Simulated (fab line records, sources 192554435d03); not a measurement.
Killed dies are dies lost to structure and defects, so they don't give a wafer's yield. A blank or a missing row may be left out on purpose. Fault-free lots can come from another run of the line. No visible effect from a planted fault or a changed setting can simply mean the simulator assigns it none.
fab line records    flow n5_finfet
record: lots: 4  wafers: 12  last_day: 16
route steps=1938 shown HKMG_FIN@401 BEOL_M4@1111 PASSIVATION@1936
lots that met no fault: taken from a fault-free run of the same line
start_h: hours from the record's first day to the start of the lot's first wafer shown    wait_h: hours since the lot's step before    " repeats the value in the row above    L1.1+2: one row covering several wafers at once    - either no value or no given start    * or withheld: withheld    < > ~ a bound
route shown NAME@n: NAME is a module with steps in the file, n the number in the route of the first one    usual: average and standard deviation across the fault-free wafers    same: alike in all rows    chamber/n: place in a boat    sites: the reading at each site    _std_site: how widely they spread, as a standard deviation    _edge_site: the outer-site mean with the inner-site mean subtracted    radius_mm: how far each site lies from the wafer's centre    mask NAME#n: copy n    behind: the tool/chamber that last shaped the wafer    hold: reason for holding the lot/hours on hold/outcome of the hold    device: the n, p or np transistor that did not switch    end of line: the route-end tests of the same wafers    step lacking rows: just its recipe    killed: dies lost to structure and defects at the first sort, not the wafer's yield    map: dies across one wafer; x = killed, . = not, _ = none there
set.NAME: setting as actually run; set.NAME@STEP: the setting as run at that earlier step    model.NAME: the simulator's own value behind a step, which no gauge read
lots at some steps of the route; a table a step, a row a wafer
services: from which hour (start_h, from the record's first day; less than 0 if before it) a tool's chamber was out of use, for how many hours, and why
== steps ==
step: N5_HKMG_FIN_DESCUM_53
recipe: chemistry: O2  time_s: 7.9  source_power_w: 50  bias_power_w: 20  pressure_mtorr: 20  rf_frequency_hz: 2.712e+07  temp_c: 40  resist: CAR-ArF  o2_flow_sccm: 225
step: N5_HKMG_FIN_ETCH_54
recipe: chemistry: CF4  target: SiARC  target_depth_a: 455  mask_material: CAR-ArF  time_s: 75.8  ion_energy_ev: 80  pressure_mtorr: 40  source_w: 545  bias_w: 36  Ar_flow_sccm: 100  cf4_flow_sccm: 100  ends: cleared
step: N5_HKMG_FIN_ETCH_55
recipe: chemistry: N2/H2  target: SOC  target_depth_a: 2400  temp_c: 40  time_s: 300  ion_energy_ev: 200  mask_material: SiARC  pressure_mtorr: 30  source_w: 840  bias_w: 150  n2_flow_sccm: 200  h2_flow_sccm: 200
step: N5_HKMG_FIN_STRIP_56
recipe: chemistry: N2/H2  temp_c: 40  n2_flow_sccm: 200  h2_flow_sccm: 200  rf_frequency_hz: 6e+07
step: N5_HKMG_FIN_STRIP_57
recipe: chemistry: CF4  resist: SiARC  power_w: 300  bias_power_w: 75  pressure_mtorr: 50  cf4_flow_sccm: 150  rf_frequency_hz: 6e+07
step: N5_HKMG_FIN_ETCH_58
recipe: chemistry: N2/H2  target: SOC  target_depth_a: 2158  ion_energy_ev: 50  bias_w: 13  time_s: 741  pressure_mtorr: 30  source_w: 875  n2_flow_sccm: 200  h2_flow_sccm: 200
step: N5_HKMG_FIN_STRIP_93
recipe: chemistry: N2/H2  material: SOC  time_s: 20  power_w: 500  temp_c: 40  pressure_mtorr: 50  rf_frequency_hz: 6e+07  bias_power_w: 8  h2_frac: 0.5  n2_flow_sccm: 300  h2_flow_sccm: 300
step: N5_HKMG_FIN_WET_ETCH_76
recipe: chemistry: dNH4OH  mix: 1:50  temp_c: 25  target: Al2O3  stop_on: La2O3  target_depth_nm: 2.25  dry: ipa_marangoni  rinse_time_s: 30  rinse_temp_c: 23
step: N5_HKMG_FIN_STRIP_60
recipe: chemistry: N2/H2  power_w: 2500  temp_c: 300  h2_frac: 0.65  time_s: 360  pressure_mtorr: withheld  n2_flow_sccm: 1750  h2_flow_sccm: 3250
step: N5_HKMG_FIN_WET_ETCH_77
recipe: chemistry: dHCl  mix: 1:10000  temp_c: 25  target: La2O3  stop_on: HfO2  target_depth_nm: 2
step: N5_HKMG_FIN_WET_ETCH_78
recipe: chemistry: dNH4OH  mix: 1:50  temp_c: 25  target: Al2O3  stop_on: La2O3  target_depth_nm: 4.5  dry: ipa_marangoni  rinse_time_s: 30  rinse_temp_c: 23
usual: bath_heat_duty_pct: 6.3/0.75  rinse_temp_c: 23.00/0.11  rinse_time_s: 30/0
lot.wafer  tool          chamber  start_h  wait_h  bath_heat_duty_pct  rinse_temp_c  rinse_time_s  model.Al2O3_of_HKMG_FIN_ALD_75.thk_nm
L282.2     wet_bench-05  4        87.39    0.0     -                   -             -             1
L282.3     "             5        "        "       -                   -             -             1
L282.5     "             3        "        "       -                   -             -             1
L283.2     wet_bench-02  7        91.08    0.0     -                   -             -             1
L283.3     "             4        "        "       -                   -             -             1
L283.6     "             3        "        "       -                   -             -             1
L288.2     wet_bench-05  0        121.10   0.0     6.8                 23.06         30            0
L288.3     "             3        "        "       6.6                 23.03         30            0
L288.6     "             2        "        "       6.4                 22.99         30            0
L298.1     wet_bench-02  1        179.29   0.0     6.7                 22.79         30            0
L298.3     "             3        "        "       6.2                 23.05         30            0
L298.6     "             0        "        "       6.1                 23.00         30            0
step: N5_HKMG_FIN_ALD_79
recipe: material: TiN  target_thk_a: 15  temp_c: 400  ald_precursor_family: TiCl4  ald_co_reactant: NH3  pulse_time_s: 1  purge_time_s: 3  co_reactant_purge_time_s: 2  co_reactant_pulse_time_s: 2  ald_cycles: 68  pressure_torr: 3
step: N5_HKMG_FIN_CVD_62
recipe: material: a-Si  target_thk_a: 30  temp_c: 500  precursor: Si2H6  pressure_torr: 1  time_s: 20.8
step: N5_HKMG_FIN_RTA_80
recipe: temp_c: withheld  time_s: 2  ambient: N2  idle_temp_c: 600  ramp_up_c_per_s: 150  ramp_down_c_per_s: 60  cool_to_c: 600
step: N5_HKMG_FIN_PRECLEAN_64
recipe: chemistry: dHF  time_s: 30  temp_c: 25  dilution: withheld
step: N5_HKMG_FIN_WET_ETCH_65
recipe: chemistry: TMAH  temp_c: 70  conc_wt_pct: 5  target: a-Si  stop_on: TiN  time_s: 49  target_depth_nm: 3
step: N5_HKMG_FIN_WET_ETCH_81
recipe: chemistry: SC1  target: TiN  stop_on: HfO2  mix: 1:1:5  temp_c: 60  time_s: 57  target_depth_nm: 6
step: N5_HKMG_FIN_WET_ETCH_82
recipe: chemistry: dHCl  mix: 1:10000  temp_c: 25  target: La2O3  stop_on: HfO2  target_depth_nm: 2  dry: ipa_marangoni  rinse_time_s: 30  rinse_temp_c: 23
step: N5_HKMG_FIN_ALD_36
recipe: material: TiN  target_thk_a: 10  temp_c: 400  ald_precursor_family: TiCl4  ald_co_reactant: NH3  pulse_time_s: 1  purge_time_s: 3  co_reactant_purge_time_s: 2  co_reactant_pulse_time_s: 2  ald_cycles: 47  pressure_torr: 3
step: N5_HKMG_FIN_PWFM_ALD_03
recipe: material: TiN  target_thk_a: 20  temp_c: 400  ald_precursor_family: TiCl4  ald_co_reactant: NH3  pulse_time_s: 1  purge_time_s: 3  co_reactant_purge_time_s: 2  co_reactant_pulse_time_s: 2  ald_cycles: 91  pressure_torr: 3
step: N5_HKMG_FIN_COAT_29
recipe: resist: SOC  temp_c: 250  time_s: 60  spin_rpm: 1500  resist_thk_nm: 300
step: N5_HKMG_FIN_COAT_30
recipe: resist: SiARC  temp_c: 220  time_s: 60  spin_rpm: 1500  resist_thk_nm: 35
step: N5_HKMG_FIN_COAT_06
recipe: resist: CAR-ArF  spin_rpm: 1500  resist_thk_nm: 90
step: N5_HKMG_FIN_EBR_08
recipe: solvent: PGMEA  ebr_width_mm: 1.5
step: N5_HKMG_FIN_SOFTBAKE_07
recipe: temp_c: 110  time_s: 60  resist: CAR-ArF
step: N5_HKMG_FIN_EXPOSE_09
recipe: mask_id: NWFM  na: 1.35  source_shape: conventional  sigma_outer: 0.8  polarization: unpolarized  dose_mj: 39.25
step: N5_HKMG_FIN_PEB_10
recipe: peb_temp_c: withheld  peb_time_s: 60  resist: CAR-ArF
step: N5_HKMG_FIN_DEVELOP_11
recipe: develop_time_s: 30  developer: TMAH  resist: CAR-ArF  dev_temp_c: 23  rinse_liquid: diw  dry: air_spin
step: N5_HKMG_FIN_DESCUM_17
recipe: chemistry: O2  time_s: 7.9  source_power_w: 50  bias_power_w: 20  pressure_mtorr: 20  rf_frequency_hz: 2.712e+07  temp_c: 40  resist: CAR-ArF  o2_flow_sccm: 225
step: N5_HKMG_FIN_ETCH_31
recipe: chemistry: CF4  target: SiARC  target_depth_a: 455  mask_material: CAR-ArF  time_s: 75.8  ion_energy_ev: 80  pressure_mtorr: 40  source_w: 545  bias_w: 36  Ar_flow_sccm: 100  cf4_flow_sccm: 100  ends: cleared
step: N5_HKMG_FIN_ETCH_32
recipe: chemistry: N2/H2  target: SOC  target_depth_a: 2400  temp_c: 40  time_s: 300  ion_energy_ev: 200  mask_material: SiARC  pressure_mtorr: 30  source_w: 840  bias_w: 150  n2_flow_sccm: 200  h2_flow_sccm: 200
step: N5_HKMG_FIN_STRIP_33
recipe: chemistry: N2/H2  temp_c: 40  n2_flow_sccm: 200  h2_flow_sccm: 200  rf_frequency_hz: 6e+07
step: N5_HKMG_FIN_STRIP_34
recipe: chemistry: CF4  resist: SiARC  power_w: 300  bias_power_w: 75  pressure_mtorr: 50  cf4_flow_sccm: 150  rf_frequency_hz: 6e+07
step: N5_HKMG_FIN_ETCH_35
recipe: chemistry: N2/H2  target: SOC  target_depth_a: 2158  ion_energy_ev: 65  bias_w: 5  source_w: 3000  time_s: 243.4  pressure_mtorr: 30  n2_flow_sccm: 200  h2_flow_sccm: 200
step: N5_HKMG_FIN_STRIP_92
recipe: chemistry: N2/H2  material: SOC  time_s: 20  power_w: 500  temp_c: 40  pressure_mtorr: 50  rf_frequency_hz: 6e+07  bias_power_w: 8  h2_frac: 0.5  n2_flow_sccm: 300  h2_flow_sccm: 300
step: N5_HKMG_FIN_WET_ETCH_18
recipe: chemistry: SC1  target: TiN  mix: 1:1:5  temp_c: *  time_s: 55  target_depth_nm: 5.2  dry: ipa_marangoni  rinse_time_s: 30  rinse_temp_c: 23
step: N5_BEOL_M4_RC_MEAS_101
usual: DIBL_N: 36.2/2  DIBL_P: 36.1/2.4  EOT_P: 10.50/0.1  IGATE_P: 0.0036/0.00059  IOFF_N: 0.16/0.035  IOFF_P: 0.22/0.041  IOFF_P_85C: 3.7/0.58  IOFF_P_LIN: 0.102/0.015  IOFF_P_LONG: 0.000108/1.2e-05  ION_N: 675/14  ION_P: 465/8.6  SS_N: 71.5/0.64  SS_P: 73.2/0.76  VT_N: 250/3.9  VT_N_LVT: 100/3.9  VT_P: -249/3.4  VT_P_LONG: -274.3/3  VT_P_LVT: -99/3.4
lot.wafer  tool       chamber  start_h  wait_h  DIBL_N[mV/V]  DIBL_P[mV/V]  EOT_P  IGATE_P[nA/um]  IOFF_N[nA/um]  IOFF_P[nA/um]  IOFF_P_85C[nA/um]  IOFF_P_LIN[nA/um]  IOFF_P_LONG[nA/um]  ION_N[uA/um]  ION_P[uA/um]  SS_N[mV/dec]  SS_P[mV/dec]  VT_N[mV]  VT_N_LVT[mV]  VT_P[mV]  VT_P_LONG[mV]  VT_P_LVT[mV]
L282.2     prober-01  0        177.95   0.2     33.5          43.1          14.91  0.0000          0.10           3.24           35.2               1.640              0.0008              654           498           71.6          74.3          254       167           -181      -211.7         -93
L282.3     "          0        "        "       34.2          45.5          14.87  0.0000          0.11           3.82           40.6               1.856              0.000804            668           507           71.5          74.5          252       164           -178      -211.2         -90
L282.5     "          0        "        "       34.3          45.7          14.62  0.0000          0.12           3.98           42.1               1.918              0.000804            679           508           71.5          74.2          252       163           -178      -209.5         -90
L283.2     prober-02  0        196.23   0.2     34.4          44.7          14.63  0.0000          0.13           4.15           45.5               2.006              0.000826            662           506           71.5          75.5          250       164           -177      -211.7         -87
L283.3     "          0        "        "       37.3          48.1          14.82  0.0000          0.20           5.48           57.6               2.464              0.000821            694           525           71.6          76.4          246       157           -174      -209.8         -84
L283.6     "          0        "        "       33.8          43.7          14.62  0.0000          0.13           3.96           43.2               1.945              0.000838            679           517           70.0          74.5          248       162           -178      -212.7         -88
L288.2     prober-01  0        213.38   0.2     37.6          39.5          10.48  0.0037          0.20           0.28           4.5                0.125              0.000114            695           472           71.6          73.4          246       96            -245      -275.0         -94
L288.3     "          0        "        "       37.8          40.3          10.49  0.0035          0.21           0.30           4.8                0.133              0.000114            688           479           71.5          73.7          245       95            -243      -273.2         -92
L288.6     "          0        "        "       36.3          36.5          10.51  0.0038          0.17           0.24           3.9                0.111              0.000113            683           467           71.7          72.4          248       98            -246      -274.3         -96
L298.1     prober-01  0        272.10   0.0     37.8          38.8          10.42  0.0044          0.19           0.21           3.6                0.098              8.7e-05             702           466           72.2          73.8          248       97            -250      -277.0         -101
L298.3     "          0        "        "       34.4          37.1          10.46  0.0045          0.13           0.19           3.4                0.095              9.6e-05             667           464           71.2          73.7          253       103           -252      -278.4         -101
L298.6     "          0        "        "       36.9          39.0          10.46  0.0036          0.17           0.21           3.7                0.101              8.9e-05             683           467           71.8          73.8          250       100           -253      -276.5         -100
step: N5_PASSIVATION_PROBE_49
usual: defect_limited_yield: 91.1/1.4  killed_at_M0_to_M3: 36/9.9  killed_at_M4_up: 13/5.8  killed_at_contacts: 14/5.9  killed_at_front_end: 39/11  killed_at_other: 3.4/2.9  killed_dies: 105/17  killed_on_rim: 15/3.9  killed_open: 70/13  killed_short: 34/7.3  sort_bin_4_leakage: 0.00/0.0072  sort_bin_5_function: 5.3/1  sort_bin_6_memory: 3.3/0.62  sort_bin_8_speed: 0.01/0.057  sort_n_pass: 1075/17  sort_yield_pct: 91.1/1.4
same: gross_dies: 1180  killed_at_back_side: 0
lot.wafer  tool       chamber  start_h  wait_h  defect_limited_yield[%]  killed_at_M0_to_M3  killed_at_M4_up  killed_at_contacts  killed_at_front_end  killed_at_other  killed_dies  killed_on_rim  killed_open  killed_short  sort_bin_4_leakage[%]  sort_bin_5_function[%]  sort_bin_6_memory[%]  sort_bin_8_speed[%]  sort_n_pass  sort_yield_pct[%]
L282.2     prober-01  -        292.68   0.1     88.2                     28                  38               12                  51                   10               139          17             91           48            88.22                  6.6                     5.1                   0                    0            0
L282.3     prober-01  -        292.73   0.1     89.8                     30                  14               11                  62                   3                120          18             79           40            89.83                  5.6                     4.3                   0.08                 0            0
L282.5     prober-01  -        292.83   0.2     92.2                     24                  18               16                  32                   2                92           13             67           24            92.20                  4.5                     3.3                   0                    0            0
L283.2     prober-01  -        297.37   0.1     89.9                     33                  13               19                  51                   3                119          19             81           38            89.92                  5.8                     3.7                   0                    0            0
L283.3     prober-01  -        297.42   0.1     91.2                     34                  9                12                  44                   5                104          16             70           34            91.19                  5.3                     3.4                   0                    0            0
L283.6     prober-01  -        297.57   0.3     91.0                     48                  5                12                  40                   1                106          17             70           36            91.02                  5.6                     3.4                   0                    0            0
L288.2     prober-01  -        322.70   0.1     91.9                     34                  10               13                  32                   6                95           11             55           40            0                      4.3                     3.6                   0                    1085         91.9
L288.3     prober-01  -        322.75   0.1     92.4                     13                  8                17                  51                   1                90           13             54           36            0                      4.7                     2.5                   0                    1090         92.4
L288.6     prober-01  -        322.90   0.3     91.8                     21                  14               14                  48                   0                97           12             69           27            0                      4.6                     3.4                   0                    1083         91.8
L298.1     prober-01  -        390.65   0.0     92.5                     38                  9                3                   37                   2                89           9              53           34            0                      4.6                     2.6                   0                    1091         92.5
L298.3     prober-01  -        390.75   0.1     91.0                     31                  15               8                   51                   1                106          6              62           43            0                      5.7                     2.8                   0                    1074         91.0
L298.6     prober-01  -        390.90   0.3     90.2                     32                  13               11                  59                   1                116          15             75           41            0                      5.6                     3.6                   0                    1064         90.2
killed by level:class
L282.2 FIN_SAQP:geometric_particle:short=16 BEOL_M4:geometric_particle:open=16 FIN_SAQP:geometric_particle:open=11 MOL_CONTACT_COAG:geometric_particle:open=10 BEOL_M3:geometric_particle:open=9 STI_FIN_REVEAL:geometric_particle:open=7 BEOL_M1:geometric_particle:open=7 BEOL_M4:geometric_particle:short=5
L282.3 STI_FIN_REVEAL:geometric_particle:open=15 FIN_SAQP:geometric_particle:short=12 BEOL_M1:geometric_particle:open=11 FIN_SAQP:geometric_particle:open=10 DUMMY_GATE:geometric_particle:open=9 BEOL_M2:geometric_particle:open=8 MOL_CONTACT_COAG:geometric_particle:open=6 BEOL_M4:geometric_particle:open=6
L282.5 MOL_CONTACT_COAG:geometric_particle:open=12 BEOL_M4:geometric_particle:open=9 FIN_CUT:geometric_particle:open=6 FIN_SAQP:geometric_particle:short=5 FIN_SAQP:geometric_particle:open=5 STI_FIN_REVEAL:geometric_particle:open=5 BEOL_M1:geometric_particle:open=5 BEOL_M3:geometric_particle:open=4
L283.2 MOL_CONTACT_COAG:geometric_particle:open=16 STI_FIN_REVEAL:geometric_particle:open=10 DUMMY_GATE:geometric_particle:open=7 BEOL_M2:geometric_particle:open=7 BEOL_M1:geometric_particle:open=7 FIN_SAQP:geometric_particle:short=6 BEOL_M0_SAQP:geometric_particle:open=5 BEOL_M1:geometric_particle:short=5
L283.3 STI_FIN_REVEAL:geometric_particle:open=10 MOL_CONTACT_COAG:geometric_particle:open=10 FIN_SAQP:geometric_particle:open=9 BEOL_M1:geometric_particle:open=7 BEOL_M2:geometric_particle:open=6 DUMMY_GATE:geometric_particle:open=5 GATE_CUT:geometric_particle:short=4 BEOL_M3:geometric_particle:open=4
L283.6 BEOL_M0_SAQP:geometric_particle:open=12 BEOL_M1:geometric_particle:open=12 BEOL_M0_SAQP:geometric_particle:short=9 FIN_SAQP:geometric_particle:short=8 STI_FIN_REVEAL:geometric_particle:open=8 MOL_CONTACT_COAG:geometric_particle:open=8 BEOL_M3:geometric_particle:open=7 FIN_SAQP:geometric_particle:open=4
L288.2 MOL_CONTACT_COAG:geometric_particle:open=10 BEOL_M0_SAQP:geometric_particle:open=8 BEOL_M0_SAQP:geometric_particle:short=7 STI_FIN_REVEAL:geometric_particle:open=6 GATE_CUT:geometric_particle:short=6 BEOL_M1:geometric_particle:short=6 BEOL_M2:geometric_particle:open=5 GATE_CUT:geometric_particle:open=4
L288.3 MOL_CONTACT_COAG:geometric_particle:open=13 FIN_SAQP:geometric_particle:short=11 FIN_SAQP:geometric_particle:open=10 STI_FIN_REVEAL:geometric_particle:open=5 BEOL_M1:geometric_particle:short=5 GATE_CUT:geometric_particle:short=5 DUMMY_GATE:geometric_particle:open=4 BEOL_M3:geometric_particle:open=4
L288.6 MOL_CONTACT_COAG:geometric_particle:open=14 STI_FIN_REVEAL:geometric_particle:open=13 FIN_SAQP:geometric_particle:short=9 BEOL_M2:geometric_particle:open=7 BEOL_M4:geometric_particle:open=6 GATE_CUT:geometric_particle:short=5 ILD0:geometric_particle:open=4 BEOL_M0_SAQP:geometric_particle:short=4
L298.1 BEOL_M0_SAQP:geometric_particle:open=13 FIN_SAQP:geometric_particle:short=9 DUMMY_GATE:geometric_particle:open=7 BEOL_M1:geometric_particle:open=7 BEOL_M0_SAQP:geometric_particle:short=6 FIN_SAQP:geometric_particle:open=5 STI_FIN_REVEAL:geometric_particle:open=5 BEOL_M2:geometric_particle:open=5
L298.3 FIN_SAQP:geometric_particle:short=14 STI_FIN_REVEAL:geometric_particle:open=10 MOL_CONTACT_COAG:geometric_particle:open=8 BEOL_M0_SAQP:geometric_particle:short=8 DUMMY_GATE:geometric_particle:open=6 BEOL_M1:geometric_particle:open=6 FIN_SAQP:geometric_particle:open=5 GATE_CUT:geometric_particle:short=5
L298.6 STI_FIN_REVEAL:geometric_particle:open=13 BEOL_M1:geometric_particle:open=10 FIN_SAQP:geometric_particle:short=8 MOL_CONTACT_COAG:geometric_particle:open=8 FIN_SAQP:geometric_particle:open=7 GATE_CUT:geometric_particle:open=7 BEOL_M0_SAQP:geometric_particle:open=7 GATE_CUT:geometric_particle:short=5
map L282.2 (x killed, . not)
_________________..........x.________________
______________.........x........_____________
___________........................__________
__________.....x....xx.x.......x...._________
________...............x.x..........x._______
_______.........x..x...................______
______..........x..x.........x.........._____
_____.....x......x...x....x.........xx...____
____.x....x...x....x...............x....x.___
___................xx............x....x....__
___....xx............x.............x.......__
__xx..........x..x..........x.........x....._
__.x........x.......x..........x..x......x.._
_.............x......x....x......x........x..
_....x.......x.x....x.x........x.............
_.x.x....x.......xx...xx.............x.......
_.....x.........................x............
_..........x..x........................x.....
_.......x...x...x..............x.x...x....x..
_...x.x.....x....x.......x..x........x.x...x.
_..x................x.......x...........x.x.x
__...........................x...x.........._
__x..x.x...........x........................_
___...x.......x..x..x....x..x.x...........x__
___.....x........x...x..x....x.............__
____.x...............x.................x..___
_____....x.................x.x...x.....x.____
______.......x..x..xx.x...x...xx.....x.._____
_______.....................x..........______
________........x....................._______
__________x.....x..................x_________
___________...x....................__________
______________.....x............_____________
_________________.x.....x...x________________
map L283.2 (x killed, . not)
_________________.......x...x________________
______________..x....x.......x.._____________
___________.........x.......x......__________
__________........x...x....x........_________
________...........x.................x_______
_______.......x.......x...............x______
______xx.......x..x...x........x..xx...._____
_____x.............x......x..............____
____.........x........x.....x......x......___
___.....x.....x.............x..............__
___xx..........................x...........__
__..............x........x.................._
__.............x................xx........x._
_..x............x............xx........x.....
_........x.......................x.......x...
_..............x...........xx..x...x........x
_..x.......x......x.............x............
_......x............................x.x......
_..x.x..x........x..............xx...........
_...x..............x.................x.....x.
_....x....xx......x.........x..x.............
__.......xx...............................x._
__x................x...x..x................._
___........x..x......x.......x.............__
___.......x..........x...xx....x.....x....x__
____x.....x..............x.........x.....x___
_____......x....x.........x..............____
______x.............x......x..x...x....._____
_______..............xx................______
________......x................x..x.x._______
__________.........................x_________
___________.x...............x......__________
______________.................._____________
_________________............________________
== services ==
tool          chamber  start_h  hours  kind
wet_bench-05  -        110.16   1.9    pm
== key ==
first_sign: step: N5_HKMG_FIN_WET_ETCH_78  reading: tool_record  direction: missing
effect: step: N5_BEOL_M4_RC_MEAS_101  reading: IOFF_P_LIN  direction: up  sigmas: 99+  usual: 0.102  struck: 1.972
effect: step: N5_BEOL_M4_RC_MEAS_101  reading: IOFF_P  direction: up  sigmas: 95  usual: 0.22  struck: 4.10
effect: step: N5_BEOL_M4_RC_MEAS_101  reading: IOFF_P_85C  direction: up  sigmas: 69  usual: 3.7  struck: 44.0
effect: step: N5_BEOL_M4_RC_MEAS_101  reading: IOFF_P_LONG  direction: up  sigmas: 59  usual: 0.000108  struck: 0.000816
effect: step: N5_BEOL_M4_RC_MEAS_101  reading: EOT_P  direction: up  sigmas: 40  usual: 10.50  struck: 14.75
effect: step: N5_BEOL_M4_RC_MEAS_101  reading: VT_P_LONG  direction: up  sigmas: 21  usual: -274.3  struck: -211.1
effect: step: N5_BEOL_M4_RC_MEAS_101  reading: VT_P  direction: up  sigmas: 21  usual: -249  struck: -178
effect: step: N5_BEOL_M4_RC_MEAS_101  reading: VT_N_LVT  direction: up  sigmas: 16  usual: 100  struck: 163
effect: step: N5_BEOL_M4_RC_MEAS_101  reading: IGATE_P  direction: down  sigmas: 6  usual: 0.0036  struck: 0.0000
effect: step: N5_BEOL_M4_RC_MEAS_101  reading: ION_P  direction: up  sigmas: 5.3  usual: 465  struck: 510
effect: step: N5_BEOL_M4_RC_MEAS_101  reading: DIBL_P  direction: up  sigmas: 3.7  usual: 36.1  struck: 45.1
effect: step: N5_BEOL_M4_RC_MEAS_101  reading: VT_P_LVT  direction: up  sigmas: 3  usual: -99  struck: -89
effect: step: N5_PASSIVATION_PROBE_49  reading: sort_bin_4_leakage  direction: up  sigmas: 99+  usual: 0.00  struck: 90.40
model_effect: step: N5_HKMG_FIN_WET_ETCH_78  value: Al2O3_of_HKMG_FIN_ALD_75.thk_nm  without: 0  struck: 1
met_at N5_HKMG_FIN_WET_ETCH_78
struck_wafers L282.2,L282.3,L282.5,L283.2,L283.3,L283.6
fault: kind: skipped_step_whole  tool: wet_bench-02,wet_bench-05  chamber: -  onset_h: 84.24  steps: N5_HKMG_FIN_WET_ETCH_78  scope: struck_lots_only
